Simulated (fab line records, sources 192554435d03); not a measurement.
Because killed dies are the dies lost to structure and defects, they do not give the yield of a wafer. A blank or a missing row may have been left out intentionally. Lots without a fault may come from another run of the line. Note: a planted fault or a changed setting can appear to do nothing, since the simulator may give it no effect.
Split-lot experiment || flow n5-finfet || 21 wafers read from 7 lots, route of 1938 steps

SPLIT DETAILS
At N5_BEOL_M0_CUTY_COAT_51 (resist thk 150 nm), the setting spin-rpm was moved away from the recipe's 1500 rpm on 2 of the 21 wafers read, by -5.5% to -4.3%. All remaining wafers had this setting at the recipe value.

FROM THE SPLIT TO THE READING: what the file shows between them, 6 steps
- N5_BEOL_M0_CUTY_EBR_52
- N5_BEOL_M0_CUTY_SOFTBAKE_53: time 60 s
- N5_BEOL_M0_CUTY_EXPOSE_54: exposes mask M0 ABLK
- N5_BEOL_M0_CUTY_PEB_55: peb time 60 s
- N5_BEOL_M0_CUTY_DEVELOP_56: develop time 30 s
- N5_BEOL_M0_CUTY_DESCUM_61: chemistry O2, time 7.9 s

THE READING
CAR-ArF-block_of_BEOL_M0_CUTY_COAT_51.thk-nm (the simulator's own value, which no gauge read), in nm, at N5_BEOL_M0_CUTY_ETCH_62 (etches SiARC in CF4, time 58.5 s). The file does not state a usual value for it. The 19 wafers here that ran the recipe average 118.7 nm, standard deviation 0.52 nm.

{"wafer": "L082.1", "tool, chamber at the split": "litho-track-03, 0", "spin-rpm as run, rpm": 1500, "against the recipe": "recipe", "CAR-ArF-block_of_BEOL_M0_CUTY_COAT_51.thk-nm, nm": 118.4, "against lot-mates on the recipe": "-"}
{"wafer": "L082.4", "tool, chamber at the split": "litho-track-03, 0", "spin-rpm as run, rpm": 1500, "against the recipe": "recipe", "CAR-ArF-block_of_BEOL_M0_CUTY_COAT_51.thk-nm, nm": 118.2, "against lot-mates on the recipe": "-"}
{"wafer": "L082.5", "tool, chamber at the split": "litho-track-03, 0", "spin-rpm as run, rpm": 1500, "against the recipe": "recipe", "CAR-ArF-block_of_BEOL_M0_CUTY_COAT_51.thk-nm, nm": 118.2, "against lot-mates on the recipe": "-"}
{"wafer": "L083.1", "tool, chamber at the split": "litho-track-02, 0", "spin-rpm as run, rpm": 1500, "against the recipe": "recipe", "CAR-ArF-block_of_BEOL_M0_CUTY_COAT_51.thk-nm, nm": 119, "against lot-mates on the recipe": "-"}
{"wafer": "L083.3", "tool, chamber at the split": "litho-track-02, 0", "spin-rpm as run, rpm": 1418, "against the recipe": "-5.5%", "CAR-ArF-block_of_BEOL_M0_CUTY_COAT_51.thk-nm, nm": 122.2, "against lot-mates on the recipe": "+3.3"}
{"wafer": "L083.4", "tool, chamber at the split": "litho-track-02, 0", "spin-rpm as run, rpm": 1500, "against the recipe": "recipe", "CAR-ArF-block_of_BEOL_M0_CUTY_COAT_51.thk-nm, nm": 118.8, "against lot-mates on the recipe": "-"}
{"wafer": "L084.1", "tool, chamber at the split": "litho-track-02, 0", "spin-rpm as run, rpm": 1500, "against the recipe": "recipe", "CAR-ArF-block_of_BEOL_M0_CUTY_COAT_51.thk-nm, nm": 119, "against lot-mates on the recipe": "-"}
{"wafer": "L084.2", "tool, chamber at the split": "litho-track-02, 0", "spin-rpm as run, rpm": 1500, "against the recipe": "recipe", "CAR-ArF-block_of_BEOL_M0_CUTY_COAT_51.thk-nm, nm": 118, "against lot-mates on the recipe": "-"}
{"wafer": "L084.6", "tool, chamber at the split": "litho-track-02, 0", "spin-rpm as run, rpm": 1500, "against the recipe": "recipe", "CAR-ArF-block_of_BEOL_M0_CUTY_COAT_51.thk-nm, nm": 118.8, "against lot-mates on the recipe": "-"}
{"wafer": "L085.1", "tool, chamber at the split": "litho-track-02, 0", "spin-rpm as run, rpm": 1500, "against the recipe": "recipe", "CAR-ArF-block_of_BEOL_M0_CUTY_COAT_51.thk-nm, nm": 119.4, "against lot-mates on the recipe": "-"}
{"wafer": "L085.2", "tool, chamber at the split": "litho-track-02, 0", "spin-rpm as run, rpm": 1500, "against the recipe": "recipe", "CAR-ArF-block_of_BEOL_M0_CUTY_COAT_51.thk-nm, nm": 119.6, "against lot-mates on the recipe": "-"}
{"wafer": "L085.4", "tool, chamber at the split": "litho-track-02, 0", "spin-rpm as run, rpm": 1500, "against the recipe": "recipe", "CAR-ArF-block_of_BEOL_M0_CUTY_COAT_51.thk-nm, nm": 118.8, "against lot-mates on the recipe": "-"}
{"wafer": "L087.1", "tool, chamber at the split": "litho-track-02, 0", "spin-rpm as run, rpm": 1435, "against the recipe": "-4.3%", "CAR-ArF-block_of_BEOL_M0_CUTY_COAT_51.thk-nm, nm": 121.8, "against lot-mates on the recipe": "+3.4"}
{"wafer": "L087.2", "tool, chamber at the split": "litho-track-02, 0", "spin-rpm as run, rpm": 1500, "against the recipe": "recipe", "CAR-ArF-block_of_BEOL_M0_CUTY_COAT_51.thk-nm, nm": 118.4, "against lot-mates on the recipe": "-"}
{"wafer": "L087.5", "tool, chamber at the split": "litho-track-02, 0", "spin-rpm as run, rpm": 1500, "against the recipe": "recipe", "CAR-ArF-block_of_BEOL_M0_CUTY_COAT_51.thk-nm, nm": 118.4, "against lot-mates on the recipe": "-"}
{"wafer": "L095.1", "tool, chamber at the split": "litho-track-02, 0", "spin-rpm as run, rpm": 1500, "against the recipe": "recipe", "CAR-ArF-block_of_BEOL_M0_CUTY_COAT_51.thk-nm, nm": 119.8, "against lot-mates on the recipe": "-"}
{"wafer": "L095.3", "tool, chamber at the split": "litho-track-02, 0", "spin-rpm as run, rpm": 1500, "against the recipe": "recipe", "CAR-ArF-block_of_BEOL_M0_CUTY_COAT_51.thk-nm, nm": 119, "against lot-mates on the recipe": "-"}
{"wafer": "L095.6", "tool, chamber at the split": "litho-track-02, 0", "spin-rpm as run, rpm": 1500, "against the recipe": "recipe", "CAR-ArF-block_of_BEOL_M0_CUTY_COAT_51.thk-nm, nm": 118.6, "against lot-mates on the recipe": "-"}
{"wafer": "L097.1", "tool, chamber at the split": "litho-track-01, 0", "spin-rpm as run, rpm": 1500, "against the recipe": "recipe", "CAR-ArF-block_of_BEOL_M0_CUTY_COAT_51.thk-nm, nm": 118.4, "against lot-mates on the recipe": "-"}
{"wafer": "L097.2", "tool, chamber at the split": "litho-track-01, 0", "spin-rpm as run, rpm": 1500, "against the recipe": "recipe", "CAR-ArF-block_of_BEOL_M0_CUTY_COAT_51.thk-nm, nm": 117.8, "against lot-mates on the recipe": "-"}
{"wafer": "L097.4", "tool, chamber at the split": "litho-track-01, 0", "spin-rpm as run, rpm": 1500, "against the recipe": "recipe", "CAR-ArF-block_of_BEOL_M0_CUTY_COAT_51.thk-nm, nm": 118.2, "against lot-mates on the recipe": "-"}

THE FIT
A straight line over all 21 wafers: CAR-ArF-block_of_BEOL_M0_CUTY_COAT_51.thk-nm changes by -0.674 nm for each +1% of spin-rpm; r = -0.89; the points scatter about the line by 0.53 nm.
The same after taking each lot's own level away (the mean of its wafers on the recipe; 21 wafers): -0.672 nm for each +1%; r = -0.95; scatter 0.35 nm.
The reading moves by 3.7 nm for the largest change in spin-rpm, on that fit.
The span of the lots' own levels, 118.13 to 119.27 nm, comes to 2.2 times the standard deviation stated above.
The two slopes agree, so the slope changes little with the lot-to-lot level.
Check: with one of the wafers moved furthest among these (-5.5%) left out of the fit, the line predicts +4.29 nm for it against its lot-mates. It came out at +3.3 nm against them.

OTHER SPLITS ON THESE WAFERS
Other splits were also applied to these wafers ahead of the reading. Each is held against what the fit with the lots' levels taken away leaves over:
{"other split on the same wafers": "N5_HKMG_FIN_ETCH_58 source-w", "wafers away from the commonest value": 5, "r with CAR-ArF-block_of_BEOL_M0_CUTY_COAT_51.thk-nm (lot level and that fit taken away)": -0.07}
{"other split on the same wafers": "N5_HKMG_FIN_CVD_62 temp-c", "wafers away from the commonest value": 3, "r with CAR-ArF-block_of_BEOL_M0_CUTY_COAT_51.thk-nm (lot level and that fit taken away)": -0.25}
{"other split on the same wafers": "N5_GATE_CUT_COAT_27 spin-rpm", "wafers away from the commonest value": 6, "r with CAR-ArF-block_of_BEOL_M0_CUTY_COAT_51.thk-nm (lot level and that fit taken away)": -0.02}
{"other split on the same wafers": "N5_GATE_CUT_DESCUM_18 time-s", "wafers away from the commonest value": 5, "r with CAR-ArF-block_of_BEOL_M0_CUTY_COAT_51.thk-nm (lot level and that fit taken away)": "+0.22"}
{"other split on the same wafers": "N5_MOL_CONTACT_COAG_DESCUM_45 time-s", "wafers away from the commonest value": 7, "r with CAR-ArF-block_of_BEOL_M0_CUTY_COAT_51.thk-nm (lot level and that fit taken away)": "+0.03"}
{"other split on the same wafers": "N5_MOL_CONTACT_COAG_ETCH_67 source-w", "wafers away from the commonest value": 4, "r with CAR-ArF-block_of_BEOL_M0_CUTY_COAT_51.thk-nm (lot level and that fit taken away)": -0.21}
{"other split on the same wafers": "N5_BEOL_M0_SAQP_HM_DEP_111 time-s", "wafers away from the commonest value": 3, "r with CAR-ArF-block_of_BEOL_M0_CUTY_COAT_51.thk-nm (lot level and that fit taken away)": "+0.09"}
{"other split on the same wafers": "N5_BEOL_M0_SAQP_DEVELOP_13 develop-time-s", "wafers away from the commonest value": 9, "r with CAR-ArF-block_of_BEOL_M0_CUTY_COAT_51.thk-nm (lot level and that fit taken away)": -0.21}
{"other split on the same wafers": "N5_BEOL_M0_SAQP_CUT_ETCH_46 source-w", "wafers away from the commonest value": 5, "r with CAR-ArF-block_of_BEOL_M0_CUTY_COAT_51.thk-nm (lot level and that fit taken away)": -0.37}

THE WHOLE CHAIN: every reading that the file lists as answering this split, in the file's order
{"step": "N5_BEOL_M0_CUTY_COAT_51", "what it does": "resist thk 150 nm", "reading": "CAR-ArF-block_of_BEOL_M0_CUTY_COAT_51.thk-nm (the simulator's own value, which no gauge read)", "change (the file's fit)": "-0.696 nm for each +1% of the setting", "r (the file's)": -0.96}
{"step": "N5_BEOL_M0_CUTY_DEVELOP_56", "what it does": "develop time 30 s", "reading": "CAR-ArF-block_of_BEOL_M0_CUTY_COAT_51.thk-nm (the simulator's own value, which no gauge read)", "change (the file's fit)": "-0.71 nm for each +1% of the setting", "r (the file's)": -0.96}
{"step": "N5_BEOL_M0_CUTY_DESCUM_61", "what it does": "chemistry O2, time 7.9 s", "reading": "CAR-ArF-block_of_BEOL_M0_CUTY_COAT_51.thk-nm (the simulator's own value, which no gauge read)", "change (the file's fit)": "-0.676 nm for each +1% of the setting", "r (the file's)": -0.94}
{"step": "N5_BEOL_M0_CUTY_ETCH_62", "what it does": "etches SiARC in CF4, time 58.5 s", "reading": "CAR-ArF-block_of_BEOL_M0_CUTY_COAT_51.thk-nm (the simulator's own value, which no gauge read)", "change (the file's fit)": "-0.673 nm for each +1% of the setting", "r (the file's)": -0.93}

FILE'S OWN FIT
CAR-ArF-block_of_BEOL_M0_CUTY_COAT_51.thk-nm changes by -0.673 nm for each +1% of spin-rpm, r = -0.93.
